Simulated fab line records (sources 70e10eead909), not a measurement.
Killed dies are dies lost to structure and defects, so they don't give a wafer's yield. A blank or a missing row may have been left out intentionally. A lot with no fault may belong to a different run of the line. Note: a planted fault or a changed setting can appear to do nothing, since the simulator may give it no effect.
Which of the tools did it? ; flow nand harc ; 36 wafers sampled from 12 lots at 1 step of a route of 1302

WHAT THE GAUGES READ, wafer by wafer
NHARC_A_SLIT_CD_MEAS_09: target cd 300 nm.
lot;measured;on;cd nm (nm)
L902;day 20 04:14;cd sem-03;300.5 300.3 300.7
L906;day 21 21:31;cd sem-03;299.5 299.9 299.5
L908;day 22 06:59;cd sem-03;300.4 299.8 300.0
L907;day 22 07:08;cd sem-03;300.2 299.6 300.6
L909;day 22 20:05;cd sem-02;300.1 300.2 301.0
L913;day 24 09:29;cd sem-01;299.9 300.4 299.9
L912;day 24 13:11;cd sem-01;300.3 300.4 299.9
L917;day 26 00:48;cd sem-02;300.2 299.6 299.8
L921;day 28 05:11;cd sem-01;300.4 300.4 299.3
L922;day 28 20:28;cd sem-01;299.1 300.2 300.2
L923;day 29 06:14;cd sem-02;299.7 299.3 300.0
L924;day 29 07:28;cd sem-02;299.5 299.5 299.9

WHAT TOOL EACH LOT RAN ON (gives the tool, then ch and the chambers of the sampled wafers, and finally the start)
No process step before these readings appears in the record.

WHAT THE TOOLS THEMSELVES READ (means of the sampled wafers that have a number; where no wafer has one, the mark that the record gives instead)
The record holds no such reading with a usual standard deviation.

THE ANSWER, worked out from the rows above alone
Rule: usual is defined by the lots themselves. Put in order of their means at a reading, lots are off if they are a third of the lots or fewer, leave a main group of 4 or more, and stand apart from it by a gap of 3 or more times the standard deviation of the main group's means; of several such gaps the widest counts. Not used: any main group whose means are identical at the precision the tables above print for the reading. A lot without any number at a reading at which 4 lots or more have one is off too. The other lots that the step has rows for count as sound. The gauges are gone through in route order, then the tools' own readings, and for those a lot's mean is taken as printed above. At the first step where some lot is off, the reading lying furthest off is the one used; lots without a number count as furthest.
Nothing can be told from this: no lot is off at any reading shown.

WHAT THE SIMULATOR PUT IN
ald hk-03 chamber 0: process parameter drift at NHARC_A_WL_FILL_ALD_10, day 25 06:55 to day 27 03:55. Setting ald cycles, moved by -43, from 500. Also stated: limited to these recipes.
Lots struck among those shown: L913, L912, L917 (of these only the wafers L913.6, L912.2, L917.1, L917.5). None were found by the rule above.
